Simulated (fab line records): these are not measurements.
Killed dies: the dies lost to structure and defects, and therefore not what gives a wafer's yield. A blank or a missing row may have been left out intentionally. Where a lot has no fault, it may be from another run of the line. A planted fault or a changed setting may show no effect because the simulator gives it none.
A lot that was struck, set against a sound lot | flow n5 finfet | 14 out of 1938 route steps
Sound: wafers L887.1, L887.2, L887.3. Wafers L898.2, L898.3, L898.5 were the ones struck. The cause is given at the end.
Order at every step that has rows: each side's tool, ch and its chambers, its first start. Under that, the readings that differ: sound wafers | struck wafers | difference of the means | sigmas: that difference in standard deviations of wafers without a fault.
alike: words and numbers the same on both sides, and readings whose means are apart by under 2 such deviations; not compared: readings that were withheld, readings missing a value for some wafer, numbers with overlapping values and no deviation given by the record, and bounds like >300 which may hide the same value.
A row with sigmas, a row that says differs or no value, or rows on one side alone: a step with any of these is where the two part. Numbers that don't overlap but have no deviation are shown without sigmas and don't part them. Lack of a reading on every wafer of one side parts them only where that side has two or more wafers.

N5_BEOL_M11_THK_MEAS_53: measures by xrf.
  sound on film metro-02, day 12 16:35; struck on film metro-01, day 14 18:31
  alike: M11_THK
then, 1 step without rows for these wafers: N5_BEOL_M11_PRE_CLEAN_55 (time 15 s).
N5_BEOL_M11_DEP_56: deposits SiCN from 3MS/NH3, target thk 30 nm, time 10.5 s.
  sound on pecvd-01 ch 0,1,2, day 12 16:39; struck on pecvd-02 ch 0,1,2, day 14 18:35
  alike: showerhead plenum p Torr, throttle valve pct
N5_BEOL_M11_RS_MEAS_57: the measuring method here is four-point-probe.
  sound on film metro-01, day 12 16:43; struck on film metro-01, day 14 18:39
  alike: M11_RS
N5_BEOL_M11_INSPECT_58: inspects for defects (darkfield).
  sound on defect inspect-01, day 12 16:44; struck on defect inspect-01, day 14 18:40
  alike: raw defect count
N5_BEOL_M12_ILD_DEP_00: deposits SiOC from DEMS/O2, target thk 658.92 nm, time 130.7 s.
  sound on pecvd-04 ch 0,1,2, day 12 16:46; struck on pecvd-02 ch 0,2, day 14 18:43
  alike: heater power w, showerhead plenum p Torr, susceptor temp C, throttle valve pct
N5_BEOL_M12_THK_MEAS_01:
  sound on film metro-01, day 12 16:54; struck on film metro-01, day 14 18:50
  alike: M12_ILD_THK
then, 5 steps without rows for these wafers: N5_BEOL_M12_COAT_58 (time 60 s, resist thk 89 nm); N5_BEOL_M12_COAT_04 (resist thk 400 nm); N5_BEOL_M12_EBR_06; N5_BEOL_M12_SOFTBAKE_05 (time 60 s); N5_BEOL_M12_EXPOSE_07 (exposes mask V11).
N5_BEOL_M12_PEB_08: peb time 90 s.
  struck on litho track-05, day 14 19:10; sound on litho track-02 ch 0, day 12 17:05
  no value came back on the struck wafers for chill plate temp C (C), exhaust pa (Pa); on the sound wafers chill plate temp C (C) reads 23.01 22.99 22.87
then, 1 step without rows for these wafers: N5_BEOL_M12_DEVELOP_09 (develop time 45 s).

== WHERE THEY PART ==
Within this record, at N5_BEOL_M12_PEB_08 only.

WHY: what had been put in by the simulator
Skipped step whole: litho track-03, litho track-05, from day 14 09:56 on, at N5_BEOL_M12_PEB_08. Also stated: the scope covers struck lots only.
